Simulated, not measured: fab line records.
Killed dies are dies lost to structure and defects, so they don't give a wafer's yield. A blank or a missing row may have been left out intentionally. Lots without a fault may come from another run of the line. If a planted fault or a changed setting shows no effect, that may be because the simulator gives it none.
fab line records    flow n5-finfet
[record] lots = 7  wafers = 39
route steps=1938 shown FIN_SAQP@96 DUMMY_GATE@215 HKMG_FIN@429 MOL_CONTACT_COAG@586 BEOL_M1@751
start-h: start of the lot's first displayed wafer, in hours after the record's first day    wait-h: how many hours have passed since the lot's step before this one    " the same as in the row above    L1.1+2: one row covering several wafers at once    - no value, or no start was given    * or withheld: withheld    < > ~ a bound
route shown NAME@n: names a module that has steps shown in the file, with the first one's number in the route    usual: mean/standard deviation of fault-free wafers    same: alike in all rows    chamber/n: place in a boat    sites: the reading at each site    _std_site: how widely they spread, as a standard deviation    _edge_site: mean of outer sites minus mean of inner sites    radius-mm: how far each site lies from the wafer's centre    mask NAME#n: copy n    behind: the tool/chamber that last shaped the wafer    hold: why the lot went on hold/how many hours it stayed there/how the hold came to an end    device: which transistor (n, p or np) failed to switch    end of line: at the end of the route, the tests of the same wafers    where a step has no rows: the recipe by itself    killed: count of dies lost to structure and defects at first sort (not the wafer's yield)    map: a wafer's dies, marking killed ones x, the rest . and places with no die _
set.NAME: the setting the step ran with; set.NAME@STEP: the setting that earlier step ran with    model.NAME: the simulator's own value behind a step, which no gauge read
lots run with intentionally changed settings; tables by step, rows by wafer
[[steps]]
[step N5_FIN_SAQP_HM_DEP_03]
[recipe] material = SiNx  target-thk-a = 380  temp-c = 400  precursor = SiH4/NH3/N2  pressure-torr = 1.5  rf-w = 300  time-s = 33.6
lot.wafer  tool      chamber  start-h  wait-h  set.target-thk-a  model.SiNx_of_FIN_SAQP_HM_DEP_03.thk-nm
L074.1     pecvd-01  1        20.46    0.2     380               38.4
L074.2     "         2        "        "       380               38.05
L074.3     "         0        "        "       380               38.18
L074.4     "         1        "        "       380               38.69
L074.5     "         0        "        "       380               38.76
L074.6     "         2        "        "       380               38.45
L076.1     pecvd-01  2        33.07    0.2     380               37.87
L076.2     "         0        "        "       380               38.59
L076.3     "         1        "        "       380               38.75
L076.4     "         1        "        "       380               39.07
L076.5     "         0        "        "       380               38.72
L076.6     "         2        "        "       380               38.6
L080.1     pecvd-04  1        56.80    0.2     380               37.64
L080.2     "         0        "        "       380               38.45
L080.3     "         2        "        "       380               37.39
L080.4     "         2        "        "       380               38.06
L080.5     "         1        "        "       380               38.19
L080.6     "         0        "        "       380               39.2
L090.1     pecvd-01  2        116.96   0.2     380               37.52
L090.2     "         1        "        "       254               25.89
L090.3     "         1        "        "       380               38.89
L090.4     "         2        "        "       254               25.38
L090.5     "         2        "        "       380               38.7
L090.6     "         1        "        "       254               26.4
L091.1     pecvd-02  2        122.69   0.2     380               37.92
L091.2     "         1        "        "       380               38.41
L091.3     "         0        "        "       380               37.06
L091.4     "         2        "        "       380               38.9
L091.5     "         1        "        "       380               38.77
L091.6     "         0        "        "       380               38.29
L093.1     pecvd-04  2        135.04   0.2     461.8             45.72
L093.2     "         1        "        "       380               37.4
L093.3     "         0        "        "       461.8             45.36
L093.4     "         0        "        "       380               37.93
L093.5     "         1        "        "       380               37.75
L093.6     "         2        "        "       461.8             46.05
L096.1     pecvd-04  0        153.64   0.2     380               37.07
L096.4     "         0        "        "       380               37.34
L096.5     "         1        "        "       380               37.61
[step N5_FIN_SAQP_THK_MEAS_05]
[usual] thk-nm = 38.2/0.56
lot.wafer  tool           chamber  start-h  wait-h  set.target-thk-a@FIN_SAQP_HM_DEP_03  thk-nm
L074.1     film-metro-02  -        20.55    0.1     380                                  38.4
L074.2     "              -        "        "       380                                  38.1
L074.3     "              -        "        "       380                                  38.2
L074.4     "              -        "        "       380                                  38.7
L074.5     "              -        "        "       380                                  38.7
L074.6     "              -        "        "       380                                  38.5
L076.1     film-metro-02  -        33.15    0.1     380                                  38.0
L076.2     "              -        "        "       380                                  38.6
L076.3     "              -        "        "       380                                  38.7
L076.4     "              -        "        "       380                                  39.1
L076.5     "              -        "        "       380                                  38.7
L076.6     "              -        "        "       380                                  38.6
L080.1     film-metro-02  -        56.89    0.1     380                                  37.6
L080.2     "              -        "        "       380                                  38.4
L080.3     "              -        "        "       380                                  37.4
L080.4     "              -        "        "       380                                  38.1
L080.5     "              -        "        "       380                                  38.2
L080.6     "              -        "        "       380                                  39.2
L090.1     film-metro-01  -        117.07   0.1     380                                  37.5
L090.2     "              -        "        "       254                                  25.9
L090.3     "              -        "        "       380                                  38.9
L090.4     "              -        "        "       254                                  25.4
L090.5     "              -        "        "       380                                  38.7
L090.6     "              -        "        "       254                                  26.4
L091.1     film-metro-01  -        122.78   0.1     380                                  37.9
L091.2     "              -        "        "       380                                  38.4
L091.3     "              -        "        "       380                                  37.1
L091.4     "              -        "        "       380                                  38.9
L091.5     "              -        "        "       380                                  38.8
L091.6     "              -        "        "       380                                  38.3
L093.1     film-metro-02  -        135.13   0.1     461.8                                45.7
L093.2     "              -        "        "       380                                  37.4
L093.3     "              -        "        "       461.8                                45.3
L093.4     "              -        "        "       380                                  37.9
L093.5     "              -        "        "       380                                  37.8
L093.6     "              -        "        "       461.8                                46.0
L096.1     film-metro-02  -        153.72   0.1     380                                  37.1
L096.4     "              -        "        "       380                                  37.4
L096.5     "              -        "        "       380                                  37.6
[step N5_FIN_SAQP_PECVD_47]
[recipe] material = a-Si  target-thk-a = 450  temp-c = 400  precursor = SiH4/He  pressure-torr = 3  rf-w = 100  time-s = 36.3
[step N5_FIN_SAQP_PECVD_48]
[recipe] material = SiNx  target-thk-a = 250  temp-c = 400  precursor = SiH4/NH3/N2  pressure-torr = 1.5  rf-w = 300  time-s = 22.1
[step N5_FIN_SAQP_MANDREL2_REMOVE_60]
[recipe] chemistry = HBr/Cl2/O2  bt-time-s = 10  target = a-Si  stop-on = SiNx  endpoint = OES-SiCl  over-etch-frac = 1  icp-w = 600  bias-w = 22  HBr_flow_sccm = 150  Cl2_flow_sccm = 80  O2_flow_sccm = 5  pressure-mtorr = 10
[step N5_FIN_SAQP_HM_OPEN_33]
[recipe] chemistry = CH3F/O2  target = SiNx  mask-material = SiO2  target-depth-a = 494  time-s = 70.6  pressure-mtorr = 30  source-w = 395  bias-w = 73  Ar_flow_sccm = 150  CH3F_flow_sccm = 30  O2_flow_sccm = 20  ion-energy-ev = 120  ends = cleared
[usual] etch-rf-on-time-s = 70.1/1.7
lot.wafer  tool         chamber  start-h  wait-h  set.target-thk-a@FIN_SAQP_HM_DEP_03  etch-rf-on-time-s  model.etch.depth-nm
L074.1     rie-diel-04  0        25.86    0.2     380                                  69.7               37.74
L074.2     "            3        "        "       380                                  69.8               37.43
L074.3     "            2        "        "       380                                  72.2               37.48
L074.4     "            1        "        "       380                                  72.8               38.06
L074.5     "            3        "        "       380                                  71.1               38.11
L074.6     "            2        "        "       380                                  72.7               37.83
L076.1     rie-diel-04  2        38.08    0.1     380                                  70.9               37.21
L076.2     "            3        "        "       380                                  70.3               37.87
L076.3     "            1        "        "       380                                  71.2               37.86
L076.4     "            3        "        "       380                                  71.1               38.44
L076.5     "            1        "        "       380                                  71.3               37.84
L076.6     "            2        "        "       380                                  72.0               37.88
L080.1     rie-diel-05  3        67.40    0.0     380                                  69.7               36.92
L080.2     "            2        "        "       380                                  69.8               37.79
L080.3     "            0        "        "       380                                  69.6               36.76
L080.4     "            1        "        "       380                                  70.7               37.34
L080.5     "            2        "        "       380                                  69.3               37.53
L080.6     "            1        "        "       380                                  73.3               38.57
L090.1     rie-diel-04  3        121.36   0.0     380                                  69.7               36.89
L090.2     "            0        "        "       254                                  46.8               25
L090.3     "            2        "        "       380                                  74.2               38.23
L090.4     "            1        "        "       254                                  44.1               24.66
L090.5     "            0        "        "       380                                  70.9               38.04
L090.6     "            3        "        "       254                                  48.2               25.52
L091.1     rie-diel-04  2        128.03   0.0     380                                  72.9               37.29
L091.2     "            1        "        "       380                                  68.6               37.79
L091.3     "            0        "        "       380                                  68.7               36.4
L091.4     "            3        "        "       380                                  72.6               38.2
L091.5     "            2        "        "       380                                  73.8               38.07
L091.6     "            1        "        "       380                                  68.6               37.66
L093.1     rie-diel-05  2        139.66   0.0     461.8                                84.0               44.99
L093.2     "            0        "        "       380                                  69.5               36.67
L093.3     "            3        "        "       461.8                                84.9               44.73
L093.4     "            1        "        "       380                                  70.5               37.31
L093.5     "            0        "        "       380                                  69.9               37.03
L093.6     "            1        "        "       461.8                                86.1               45.43
L096.1     rie-diel-04  2        159.02   0.1     380                                  70.0               36.37
L096.4     "            3        "        "       380                                  68.7               36.68
L096.5     "            1        "        "       380                                  66.5               36.98
[step N5_FIN_SAQP_ETCH_34]
[recipe] chemistry = C4F6/O2  target = SiO2  target-depth-a = 450  time-s = 15  ion-energy-ev = 250  pressure-mtorr = 30  source-w = 345  bias-w = 185  Ar_flow_sccm = 300  C4F6_flow_sccm = 10  O2_flow_sccm = 10  ends = cleared
[step N5_FIN_SAQP_STRIP_77]
[recipe] chemistry = N2/H2  time-s = 90  power-w = 100  temp-c = 40  pressure-mtorr = 100  rf-frequency-hz = 6e+07  bias-power-w = 3  n2-flow-sccm = 300  h2-flow-sccm = 300
[step N5_FIN_SAQP_ETCH_64]
[recipe] chemistry = CF4  target = SiO2  target-depth-a = 15  ion-energy-ev = 350  pressure-mtorr = 10  icp-w = 800  bias-w = 400  cf4-flow-sccm = 80
[step N5_FIN_SAQP_FIN_ETCH_36]
[recipe] chemistry = HBr/Cl2/O2  target-depth-a = 1200  mask-material = SiNx  time-s = 50.4  bias-w = 102  pressure-mtorr = 10  icp-w = 800  HBr_flow_sccm = 150  Cl2_flow_sccm = 80  O2_flow_sccm = 12
lot.wafer  tool       chamber  start-h  wait-h  set.target-thk-a@FIN_SAQP_HM_DEP_03  model.SiNx_of_FIN_SAQP_HM_DEP_03.thk-nm
L074.1     rie-si-04  0        26.15    0.0     380                                  21.2
L074.2     "          1        "        "       380                                  21
L074.3     "          2        "        "       380                                  22
L074.4     "          3        "        "       380                                  22.2
L074.5     "          1        "        "       380                                  21.8
L074.6     "          0        "        "       380                                  21.4
L076.1     rie-si-04  1        38.37    0.0     380                                  20.8
L076.2+5   "          0,1      "        "       380                                  21.4
L076.3     "          3        "        "       380                                  22
L076.4     "          2        "        "       380                                  23
L076.6     "          2        "        "       380                                  22.4
L080.1     rie-si-02  0        67.69    0.0     380                                  20.2
L080.2     "          3        "        "       380                                  22.2
L080.3     "          1        "        "       380                                  20.6
L080.4     "          2        "        "       380                                  21.2
L080.5     "          0        "        "       380                                  20.8
L080.6     "          1        "        "       380                                  22.6
L090.1     rie-si-02  0        121.64   0.0     380                                  20.2
L090.2     "          1        "        "       254                                  9.2
L090.3     "          2        "        "       380                                  22.2
L090.4     "          3        "        "       254                                  9
L090.5     "          2        "        "       380                                  21.8
L090.6     "          3        "        "       254                                  9.8
L091.1+2   rie-si-01  1,2      128.31   0.0     380                                  21.4
L091.3     "          3        "        "       380                                  19.4
L091.4+5   "          0        "        "       380                                  21.8
L091.6     "          3        "        "       380                                  20.8
L093.1     rie-si-01  3        139.94   0.0     461.8                                28
L093.2+5   "          2,0      "        "       380                                  20.6
L093.3     "          0        "        "       461.8                                28.2
L093.4     "          1        "        "       380                                  21.4
L093.6     "          1        "        "       461.8                                29.4
L096.1     rie-si-02  0        159.31   0.0     380                                  19.8
L096.4     "          1        "        "       380                                  21
L096.5     "          0        "        "       380                                  20.4
[step N5_DUMMY_GATE_CVD_03]
[recipe] material = a-Si  target-thk-a = 1500  temp-c = 530  precursor = SiH4  time-s = 8042
lot.wafer  tool      chamber  start-h  wait-h  set.target-thk-a  model.a-Si_of_DUMMY_GATE_CVD_03.thk-nm
L074.1     -         -        -        0.1     1206              123.8
L074.2+4   "         -        "        "       1206              122.6
L074.3+6   "         -        "        "       1206              123
L074.5     "         -        "        "       1206              122.8
L076.1+3   -         -        -        0.1     609.6             59.6
L076.2     "         -        "        "       609.6             60
L076.4     "         -        "        "       609.6             58.6
L076.5     "         -        "        "       609.6             59.2
L076.6     "         -        "        "       609.6             60.6
L080.1     -         -        -        0.1     2113              210.4
L080.2+6   "         -        "        "       2113              210.2
L080.3     "         -        "        "       2113              210.6
L080.4     "         -        "        "       2113              209.8
L080.5     "         -        "        "       2113              210
L090.1+2   -         -        -        0.1     1500              148.2
L090.3+6   "         -        "        "       1500              149.8
L090.4     "         -        "        "       1500              149.4
L090.5     "         -        "        "       1500              149.6
L091.1     -         -        -        0.1     687.9             68
L091.2     "         -        "        "       687.9             68.2
L091.3     "         -        "        "       687.9             68.8
L091.4+6   "         -        "        "       687.9             67.2
L091.5     "         -        "        "       687.9             67.4
L093.1+6   -         -        -        0.1     1500              148.2
L093.2+3   "         -        "        "       1500              148.6
L093.4     "         -        "        "       1500              149.8
L093.5     "         -        "        "       1500              147
L096.1     lpcvd-01  1/90     170.04   0.1     1500              148
L096.4     "         1/104    "        "       1500              150.6
L096.5     "         1/109    "        "       1500              148.4
[step N5_HKMG_FIN_DEVELOP_11]
[recipe] develop-time-s = 30  developer = TMAH  resist = CAR-ArF  dev-temp-c = 23  rinse-liquid = diw  dry = air-spin
lot.wafer   tool            chamber  start-h  wait-h  set.develop-time-s
L074.1+2+6  litho-track-01  0        -        -       30
L074.3+4+5  "               0        "        "       47.3
L076.1+4+6  litho-track-04  0        -        -       30
L076.2+3+5  "               0        "        "       42.06
L080.1+2+6  litho-track-05  0        -        -       25.42
L080.3+4+5  "               0        "        "       30
L090.1+2+5  litho-track-05  0        -        -       30
L090.3+4+6  "               0        "        "       12.47
L091.1+2+3  litho-track-04  0        -        -       35.96
L091.4+5+6  "               0        "        "       30
L093.1+4+6  litho-track-01  0        -        -       38.81
L093.2+3+5  "               0        "        "       30
L096.1+4+5  litho-track-05  0        -        -       30
[step N5_HKMG_FIN_CD_MEAS_12]
[recipe] target-cd-nm = 92.8  landing-energy-ev = 500  detector = se-inlens
[usual] cd-nm = 92.8/0.8
lot.wafer  tool       chamber  start-h  wait-h  set.develop-time-s@HKMG_FIN_DEVELOP_11  cd-nm
L074.1     cd-sem-03  0        76.05    -       30                                      93.8
L074.2     "          0        "        "       30                                      92.9
L074.3     "          0        "        "       47.3                                    95.0
L074.4     "          0        "        "       47.3                                    95.8
L074.5     "          0        "        "       47.3                                    95.7
L074.6     "          0        "        "       30                                      91.8
L076.1     cd-sem-03  0        86.98    -       30                                      92.1
L076.2     "          0        "        "       42.06                                   93.6
L076.3     "          0        "        "       42.06                                   93.6
L076.4     "          0        "        "       30                                      91.8
L076.5     "          0        "        "       42.06                                   93.5
L076.6     "          0        "        "       30                                      91.7
L080.1     cd-sem-03  0        118.78   -       25.42                                   92.5
L080.2     "          0        "        "       25.42                                   92.1
L080.3     "          0        "        "       30                                      93.3
L080.4     "          0        "        "       30                                      93.0
L080.5     "          0        "        "       30                                      94.0
L080.6     "          0        "        "       25.42                                   92.2
L090.1     cd-sem-02  0        168.96   -       30                                      93.0
L090.2     "          0        "        "       30                                      93.4
L090.3     "          0        "        "       12.47                                   89.9
L090.4     "          0        "        "       12.47                                   88.5
L090.5     "          0        "        "       30                                      93.4
L090.6     "          0        "        "       12.47                                   88.2
L091.1     cd-sem-01  0        174.73   -       35.96                                   92.8
L091.2     "          0        "        "       35.96                                   93.3
L091.3     "          0        "        "       35.96                                   93.1
L091.4     "          0        "        "       30                                      92.3
L091.5     "          0        "        "       30                                      91.8
L091.6     "          0        "        "       30                                      93.2
L093.1     cd-sem-02  0        186.50   -       38.81                                   94.2
L093.2     "          0        "        "       30                                      92.7
L093.3     "          0        "        "       30                                      93.2
L093.4     "          0        "        "       38.81                                   95.0
L093.5     "          0        "        "       30                                      92.2
L093.6     "          0        "        "       38.81                                   94.6
L096.1     cd-sem-02  0        206.04   -       30                                      91.8
L096.4     "          0        "        "       30                                      93.3
L096.5     "          0        "        "       30                                      92.0
[step N5_MOL_CONTACT_COAG_VIA_ETCH_46]
[recipe] chemistry = C4F6/O2  target-depth-a = 460  overetch-a = 92  mask-material = SOC  target = SiO2  bias-w = 455  pressure-mtorr = 10  time-s = 40  source-w = 325  Ar_flow_sccm = 300  C4F6_flow_sccm = 10  O2_flow_sccm = 10  ion-energy-ev = 575.3  ends = end-point
lot.wafer  tool         chamber  start-h  wait-h  set.target-depth-a  model.etch.depth-nm  model.SOC_of_MOL_CONTACT_COAG_COAT_75.thk-nm
L074.1     rie-diel-04  2        100.02   0.0     661.1               46.43                49.2
L074.2     "            0        "        "       460                 45.11                51
L074.3     "            1        "        "       460                 45.59                50.8
L074.4     "            3        "        "       661.1               46.98                48.4
L074.5     "            1        "        "       460                 45.76                50.8
L074.6     "            0        "        "       661.1               47.73                48.8
L076.1     rie-diel-01  0        108.74   0.0     281.6               37.85                52.8
L076.2     "            1        "        "       281.6               36.81                53.2
L076.3     "            2        "        "       460                 45.8                 50.8
L076.4     "            3        "        "       281.6               37.01                53
L076.5     "            3        "        "       460                 45.83                50.8
L076.6     "            2        "        "       460                 46.24                50.8
L080.1     rie-diel-05  1        144.28   0.0     224                 31.03                53.8
L080.2     "            3        "        "       460                 46.27                50.8
L080.3     "            2        "        "       460                 45.25                51
L080.4     "            0        "        "       224                 31.3                 53.8
L080.5     "            1        "        "       460                 46.63                50.8
L080.6     "            2        "        "       224                 31.88                54
L090.1     rie-diel-04  2        190.35   0.0     460                 45                   51.4
L090.2     "            0        "        "       460                 44.28                51
L090.3     "            3        "        "       460                 44.92                50.8
L090.4     "            1        "        "       460                 45.95                51
L090.5     "            3        "        "       460                 45.63                50.8
L090.6     "            0        "        "       460                 44.82                51
L091.1     rie-diel-04  0        199.00   0.0     382.6               46.96                51.8
L091.2     "            1        "        "       460                 44.78                51
L091.3     "            2        "        "       382.6               45.61                52.2
L091.4     "            3        "        "       460                 47.74                50.8
L091.5     "            2        "        "       382.6               45.02                52.2
L091.6     "            3        "        "       460                 46.84                51
L093.1     rie-diel-05  1        211.25   0.0     460                 45.14                51
L093.2     "            3        "        "       460                 46.58                51
L093.3     "            2        "        "       239.2               33.44                53.4
L093.4     "            0        "        "       460                 45.33                50.8
L093.5     "            2        "        "       239.2               33.49                53.4
L093.6     "            1        "        "       239.2               32.25                53.8
L096.1     rie-diel-05  3        229.06   0.0     460                 45.1                 51
L096.4     "            1        "        "       460                 46.42                51
L096.5     "            3        "        "       460                 46.48                51.2
[step N5_MOL_CONTACT_COAG_STRIP_96]
[recipe] chemistry = N2/H2  power-w = 500  temp-c = 40  pressure-mtorr = 50  rf-frequency-hz = 6e+07  overash-fraction = 0.3  bias-power-w = 28  h2-frac = 0.5  n2-flow-sccm = 300  h2-flow-sccm = 300
[step N5_MOL_CONTACT_COAG_ETCH_47]
[recipe] chemistry = CH3F/O2  target = SiNx  target-depth-a = 270  mask-material = SiO2  stop-on = W  over-etch-frac = 0.2  ion-energy-ev = 120  endpoint = OES-CN  pressure-mtorr = 30  source-w = 395  bias-w = 73  Ar_flow_sccm = 150  CH3F_flow_sccm = 30  O2_flow_sccm = 20  ends = end-point
[usual] etch-rf-on-time-s = 31.3/0.53
lot.wafer  tool         chamber  start-h  wait-h  set.target-depth-a@MOL_CONTACT_COAG_VIA_ETCH_46  etch-rf-on-time-s  model.etch.over-etch-s
L074.1     rie-diel-04  2        100.12   0.0     661.1                                            31.9               5.313
L074.2     "            0        "        "       460                                              31.4               5.222
L074.3     "            1        "        "       460                                              29.8               4.961
L074.4     "            3        "        "       661.1                                            31.2               5.196
L074.5     "            1        "        "       460                                              30.3               5.042
L074.6     "            0        "        "       661.1                                            31.0               5.173
L076.1     rie-diel-01  0        108.84   0.0     281.6                                            50.8               0
L076.2     "            1        "        "       281.6                                            50.8               0
L076.3     "            2        "        "       460                                              31.6               5.266
L076.4     "            3        "        "       281.6                                            50.8               0
L076.5     "            3        "        "       460                                              31.6               5.274
L076.6     "            2        "        "       460                                              31.4               5.242
L080.1     rie-diel-05  1        144.38   0.0     224                                              50.8               0
L080.2     "            3        "        "       460                                              31.2               5.211
L080.3     "            2        "        "       460                                              30.9               5.148
L080.4     "            0        "        "       224                                              50.8               0
L080.5     "            1        "        "       460                                              31.5               5.248
L080.6     "            2        "        "       224                                              50.8               0
L090.1     rie-diel-04  2        190.46   0.0     460                                              32.6               5.429
L090.2     "            0        "        "       460                                              31.6               5.274
L090.3     "            3        "        "       460                                              31.7               5.282
L090.4     "            1        "        "       460                                              30.7               5.123
L090.5     "            3        "        "       460                                              31.5               5.257
L090.6     "            0        "        "       460                                              31.8               5.293
L091.1     rie-diel-04  0        199.11   0.0     382.6                                            30.8               5.132
L091.2     "            1        "        "       460                                              30.2               5.027
L091.3     "            2        "        "       382.6                                            31.8               5.301
L091.4     "            3        "        "       460                                              31.2               5.2
L091.5     "            2        "        "       382.6                                            31.8               5.307
L091.6     "            3        "        "       460                                              31.4               5.229
L093.1     rie-diel-05  1        211.36   0.0     460                                              32.0               5.328
L093.2     "            3        "        "       460                                              31.6               5.269
L093.3     "            2        "        "       239.2                                            50.8               0
L093.4     "            0        "        "       460                                              31.5               5.248
L093.5     "            2        "        "       239.2                                            50.8               0
L093.6     "            1        "        "       239.2                                            50.8               0
L096.1     rie-diel-05  3        229.17   0.0     460                                              30.5               5.085
L096.4     "            1        "        "       460                                              31.4               5.242
L096.5     "            3        "        "       460                                              30.7               5.113
[step N5_BEOL_M1_ILD_DEP_00]
[recipe] material = SiOC  target-thk-a = 790  temp-c = 350  precursor = DEMS/O2  pressure-torr = 5  rf-w = 500  time-s = 15.3
lot.wafer  tool      chamber  start-h  wait-h  set.time-s  model.SiOC_of_BEOL_M1_ILD_DEP_00.thk-nm
L074.1     pecvd-02  2        118.50   0.0     15.3        79
L074.2     "         0        "        "       15.3        80.4
L074.3     "         1        "        "       15.3        80.2
L074.4     "         2        "        "       23.7        124.2
L074.5+6   "         0,1      "        "       23.7        124
L076.1     pecvd-02  0        128.03   0.0     15.3        79
L076.2     "         2        "        "       15.3        78.6
L076.3     "         1        "        "       15.3        78.8
L076.4     "         2        "        "       15.3        79.4
L076.5     "         1        "        "       15.3        79.2
L076.6     "         0        "        "       15.3        80.4
L080.1     pecvd-03  0        163.23   0.0     6.444       34
L080.2     "         1        "        "       6.444       32.6
L080.3     "         2        "        "       15.3        76.4
L080.4     "         1        "        "       15.3        79.2
L080.5     "         0        "        "       6.444       34.8
L080.6     "         2        "        "       15.3        78.2
L090.1     pecvd-04  0        217.33   0.0     15.3        80.6
L090.2     "         2        "        "       10.63       54.6
L090.3     "         1        "        "       15.3        78.8
L090.4     "         2        "        "       15.3        80.2
L090.5     "         1        "        "       10.63       56.2
L090.6     "         0        "        "       10.63       57.2
L091.1     pecvd-03  1        217.96   0.0     15.3        77.2
L091.2     "         0        "        "       12.34       62.6
L091.3     "         1        "        "       12.34       63
L091.4     "         0        "        "       12.34       62.2
L091.5     "         1        "        "       15.3        78.8
L091.6     "         0        "        "       15.3        78.4
L093.1     pecvd-04  2        234.44   0.0     15.3        78.8
L093.2     "         0        "        "       22.07       112.2
L093.3     "         1        "        "       22.07       112.6
L093.4     "         0        "        "       22.07       115
L093.5     "         2        "        "       15.3        80.2
L093.6     "         1        "        "       15.3        78.2
L096.1     pecvd-02  0        253.11   0.0     15.3        77.2
L096.4     "         1        "        "       15.3        80
L096.5     "         0        "        "       15.3        79.2
[step N5_BEOL_M1_THK_MEAS_01]
[recipe] reads = SiOC_of_BEOL_M1_ILD_DEP_00
[usual] M1_ILD_THK = 79.1/1.1
lot.wafer  tool           chamber  start-h  wait-h  set.time-s@BEOL_M1_ILD_DEP_00  M1_ILD_THK[nm]
L074.1     film-metro-01  -        118.56   0.0     15.3                           78.9
L074.2     "              -        "        "       15.3                           80.4
L074.3     "              -        "        "       15.3                           80.1
L074.4     "              -        "        "       23.7                           124.3
L074.5     "              -        "        "       23.7                           124.1
L074.6     "              -        "        "       23.7                           124.0
L076.1     film-metro-01  -        128.10   0.0     15.3                           78.9
L076.2     "              -        "        "       15.3                           78.7
L076.3     "              -        "        "       15.3                           78.8
L076.4     "              -        "        "       15.3                           79.4
L076.5     "              -        "        "       15.3                           79.3
L076.6     "              -        "        "       15.3                           80.3
L080.1     film-metro-02  -        163.30   0.0     6.444                          34.0
L080.2     "              -        "        "       6.444                          32.5
L080.3     "              -        "        "       15.3                           76.3
L080.4     "              -        "        "       15.3                           79.2
L080.5     "              -        "        "       6.444                          34.8
L080.6     "              -        "        "       15.3                           78.1
L090.1     film-metro-02  -        217.39   0.0     15.3                           80.6
L090.2     "              -        "        "       10.63                          54.7
L090.3     "              -        "        "       15.3                           78.8
L090.4     "              -        "        "       15.3                           80.2
L090.5     "              -        "        "       10.63                          56.3
L090.6     "              -        "        "       10.63                          57.2
L091.1     film-metro-02  -        218.04   0.1     15.3                           77.3
L091.2     "              -        "        "       12.34                          62.6
L091.3     "              -        "        "       12.34                          63.1
L091.4     "              -        "        "       12.34                          62.3
L091.5     "              -        "        "       15.3                           78.8
L091.6     "              -        "        "       15.3                           78.5
L093.1     film-metro-02  -        234.50   0.0     15.3                           78.7
L093.2     "              -        "        "       22.07                          112.3
L093.3     "              -        "        "       22.07                          112.5
L093.4     "              -        "        "       22.07                          115.0
L093.5     "              -        "        "       15.3                           80.2
L093.6     "              -        "        "       15.3                           78.1
L096.1     film-metro-02  -        253.18   0.0     15.3                           77.1
L096.4     "              -        "        "       15.3                           79.9
L096.5     "              -        "        "       15.3                           79.2
[[key]]
[split] step = N5_FIN_SAQP_HM_DEP_03  setting = target-thk-a  stated = 380  by = wafer
[response] step = N5_FIN_SAQP_HM_DEP_03  reading = model.SiNx_of_FIN_SAQP_HM_DEP_03.thk-nm  change = +0.375  per = 1%  r = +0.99
[response] step = N5_FIN_SAQP_THK_MEAS_05  reading = thk-nm  change = *  per = 1%  r = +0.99
[response] step = N5_FIN_SAQP_HM_OPEN_33  reading = etch-rf-on-time-s  change = *  per = 1%  r = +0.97
[response] step = N5_FIN_SAQP_HM_OPEN_33  reading = model.etch.depth-nm  change = +0.379  per = 1%  r = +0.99
[response] step = N5_FIN_SAQP_FIN_ETCH_36  reading = model.SiNx_of_FIN_SAQP_HM_DEP_03.thk-nm  change = +0.362  per = 1%  r = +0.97
[split] step = N5_DUMMY_GATE_CVD_03  setting = target-thk-a  stated = 1500  by = lot
[response] step = N5_DUMMY_GATE_CVD_03  reading = model.a-Si_of_DUMMY_GATE_CVD_03.thk-nm  change = +1.5  per = 1%  r = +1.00
[split] step = N5_HKMG_FIN_DEVELOP_11  setting = develop-time-s  stated = 30  by = wafer
[response] step = N5_HKMG_FIN_CD_MEAS_12  reading = cd-nm  change = +0.0573  per = 1%  r = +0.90
[split] step = N5_MOL_CONTACT_COAG_VIA_ETCH_46  setting = target-depth-a  stated = 460  by = wafer
[response] step = N5_MOL_CONTACT_COAG_VIA_ETCH_46  reading = model.etch.depth-nm  shape = bent  at-lowest = 31.4  at-stated = 45.73  at-highest = 47.05
[response] step = N5_MOL_CONTACT_COAG_VIA_ETCH_46  reading = model.SOC_of_MOL_CONTACT_COAG_COAT_75.thk-nm  change = -0.0548  per = 1%  r = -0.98
[response] step = N5_MOL_CONTACT_COAG_ETCH_47  reading = etch-rf-on-time-s  shape = bent  at-lowest = *  at-stated = *  at-highest = *
[response] step = N5_MOL_CONTACT_COAG_ETCH_47  reading = model.etch.over-etch-s  shape = bent  at-lowest = 0  at-stated = 5.209  at-highest = 5.228
[split] step = N5_BEOL_M1_ILD_DEP_00  setting = time-s  stated = 15.3  by = wafer
[response] step = N5_BEOL_M1_ILD_DEP_00  reading = model.SiOC_of_BEOL_M1_ILD_DEP_00.thk-nm  change = +0.781  per = 1%  r = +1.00
[response] step = N5_BEOL_M1_THK_MEAS_01  reading = M1_ILD_THK  change = +0.782  per = 1%  r = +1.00
